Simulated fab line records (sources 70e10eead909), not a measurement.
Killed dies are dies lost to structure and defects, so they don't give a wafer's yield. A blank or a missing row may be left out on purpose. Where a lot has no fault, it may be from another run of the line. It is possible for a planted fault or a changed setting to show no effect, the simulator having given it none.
Comparing a struck lot with a sound one + flow nand harc + 14 steps out of a route of 1302
Sound: these wafers, L631.1, L631.2, L631.5. Wafers struck: L617.1, L617.3, L617.6. At the end, the cause is stated.
For every step that has rows: the tool of each side, followed by ch and its chambers, followed by its first start. Under that, the readings that differ: sound wafers + struck wafers + difference of the means + sigmas: that difference in standard deviations of wafers without a fault.
alike: readings whose means differ by less than 2 such deviations, and words and numbers that are the same on both sides. not compared: withheld readings, readings that some wafer has no value for, bounds like >300 that may hide the same value, and numbers for which the record gives no deviation and whose values overlap.
A row with sigmas, a row that says differs or no value, or rows on one side alone: a step with any of these is where the two part. Non-overlapping numbers with no deviation appear without sigmas and do not part them. A reading that every wafer of one side lacks parts them only if that side has two wafers or more.

first, 10 steps without rows for these wafers: NHARC_A_STAIRCASE_SRD_241; NHARC_A_STAIRCASE_DEHYDRATE_242 (time 120 s); NHARC_A_STAIRCASE_HMDS_243 (time 30 s); NHARC_A_STAIRCASE_COAT_244; NHARC_A_STAIRCASE_SOFTBAKE_245 (time 170 s); NHARC_A_STAIRCASE_EBR_246; NHARC_A_STAIRCASE_EXPOSE_247 (exposes mask SDS 1); NHARC_A_STAIRCASE_PEB_248 (peb time 130 s); NHARC_A_STAIRCASE_DEVELOP_249 (time 140 s); NHARC_A_STAIRCASE_HARDBAKE_251 (time 140 s).
NHARC_A_STAIRCASE_DESCUM_252: chemistry O2, time 3 s.
  sound on rie diel-11 ch 0,3, day 25 11:08; struck on rie diel-11 ch 2,3, day 19 22:26
  alike: drypump motor current A, oes product au, rf vpp V, showerhead plenum p Torr, throttle valve pct
  not compared: rf hours counter h
NHARC_A_STAIRCASE_ETCH_253: etches the open film in C4F8/O2, target depth 50 nm, time 20.2 s.
  sound on rie diel-11 ch 2,3, day 25 11:14; struck on rie diel-11 ch 0,1, day 19 22:34
| reading          | sound          | struck         | difference | sigmas |
|------------------|----------------|----------------|------------|--------|
| run length s (s) | 41.0 42.0 42.1 | 38.5 38.6 38.7 | -3.1       | -6     |
  alike: oes product au, rf vpp V
  not compared: rf hours counter h
NHARC_A_STAIRCASE_STRIP_254: strips in O2.
  sound on plasma asher-02 ch 0,1, day 25 11:19; struck on plasma asher-01 ch 0,1, day 19 22:42
  alike: drypump motor current A, heater power w
  not compared: rf hours counter h
after that, 1 step had no rows for these wafers: NHARC_END_SORT_01.

## WHERE THEY PART
NHARC_A_STAIRCASE_ETCH_253 only, going by this record. Later steps at which nothing parts them and some readings are alike: NHARC_A_STAIRCASE_STRIP_254.

WHY: what had been put in by the simulator
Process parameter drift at NHARC_A_STAIRCASE_ETCH_253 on rie diel-11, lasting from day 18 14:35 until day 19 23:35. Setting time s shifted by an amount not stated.
